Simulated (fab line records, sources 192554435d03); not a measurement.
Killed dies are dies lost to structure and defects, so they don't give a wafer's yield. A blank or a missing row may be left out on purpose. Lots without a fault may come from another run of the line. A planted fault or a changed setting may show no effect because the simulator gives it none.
Split-lot experiment | flow n5_finfet | 7 lots, 21 wafers read, on a route of 1938 steps

THE SPLIT
At N5_BEOL_M7_DEP_56 (deposits SiCN from 3MS/NH3, target thk 10 nm, time 17.5 s), the setting time_s was moved away from the recipe's 17.5 s on 7 of the 21 wafers read, by -13.0% to +14.5%. The other wafers ran this setting at the recipe's value.

The reading is taken at the split's own step.

THE READING
SiCN_of_BEOL_M7_DEP_56.thk_nm (the simulator's own value, which no gauge read), in nm, at N5_BEOL_M7_DEP_56 (deposits SiCN from 3MS/NH3, target thk 10 nm, time 17.5 s). The file gives no usual value for it. The 14 wafers here that ran the recipe average 10.0 nm, standard deviation 0.11 nm.

wafer  | tool, chamber at the split | time_s as run, s | against the recipe | SiCN_of_BEOL_M7_DEP_56.thk_nm, nm | against lot-mates on the recipe
L074.3 | pecvd-01, 1                | 15.22            | -13.0%             | 8.6                               | -1.5
L074.4 | pecvd-01, 0                | 17.5             | recipe             | 10.2                              | -
L074.6 | pecvd-01, 1                | 17.5             | recipe             | 10                                | -
L078.3 | pecvd-02, 2                | 16.67            | -4.7%              | 9.4                               | -0.6
L078.4 | pecvd-02, 1,2              | 17.5             | recipe             | 10                                | -
L078.5 | pecvd-02, 1,2              | 17.5             | recipe             | 10                                | -
L080.1 | pecvd-01, 0                | 17.5             | recipe             | 9.8                               | -
L080.5 | pecvd-01, 0,1              | 17.5             | recipe             | 10                                | -
L080.6 | pecvd-01, 0,1              | 17.5             | recipe             | 10                                | -
L083.1 | pecvd-01, 1                | 17.5             | recipe             | 9.8                               | -
L083.4 | pecvd-01, 2                | 17.5             | recipe             | 10                                | -
L083.5 | pecvd-01, 2                | 17.5             | recipe             | 10                                | -
L084.3 | pecvd-04, 2                | 20.03            | +14.5%             | 11.2                              | +1.2
L084.4 | pecvd-04, 2                | 17.5             | recipe             | 10                                | -
L084.5 | pecvd-04, 0                | 20.03            | +14.5%             | 11.6                              | +1.6
L093.2 | pecvd-02, 1                | 17.5             | recipe             | 9.8                               | -
L093.4 | pecvd-02, 0                | 17.5             | recipe             | 10                                | -
L093.6 | pecvd-02, 1                | 15.58            | -11.0%             | 9                                 | -0.9
L094.2 | pecvd-02, 0                | 17.5             | recipe             | 9.8                               | -
L094.5 | pecvd-02, 2,1              | 19.51            | +11.5%             | 11                                | +1.2
L094.6 | pecvd-02, 2,1              | 19.51            | +11.5%             | 11                                | +1.2
Where a row lists several chambers, the file gives one row for several wafers and doesn't say which wafer went through which chamber.

THE FIT
A straight line over all 21 wafers: SiCN_of_BEOL_M7_DEP_56.thk_nm changes by +0.0972 nm for each +1% of time_s; r = +0.98; the points scatter about the line by 0.12 nm.
The same after taking each lot's own level away (the mean of its wafers on the recipe; 21 wafers): +0.101 nm for each +1%; r = +0.99; scatter 0.12 nm.
On that fit, the largest move of time_s shifts the reading by 1.5 nm.
The lots' own levels span 9.80 to 10.10 nm, that is 2.7 times the standard deviation above.
So the lot-to-lot level changes the slope little: the two slopes agree.
Check: with one of the wafers moved furthest among these (+14.5%) left out of the fit, the line predicts +1.53 nm for it against its lot-mates. It came out at +1.2 nm against them.

OTHER SPLITS ON THESE WAFERS
These wafers also went through other splits before the reading. Each is held against what the fit with the lots' levels taken away leaves over:
other split on the same wafers | wafers away from the commonest value | r with SiCN_of_BEOL_M7_DEP_56.thk_nm (lot level and that fit taken away)
N5_BEOL_M7_EXPOSE_08 dose_mj   | 6                                    | +0.07

THE FILE'S OWN FIT
SiCN_of_BEOL_M7_DEP_56.thk_nm changes by +0.101 nm for each +1% of time_s, r = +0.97.
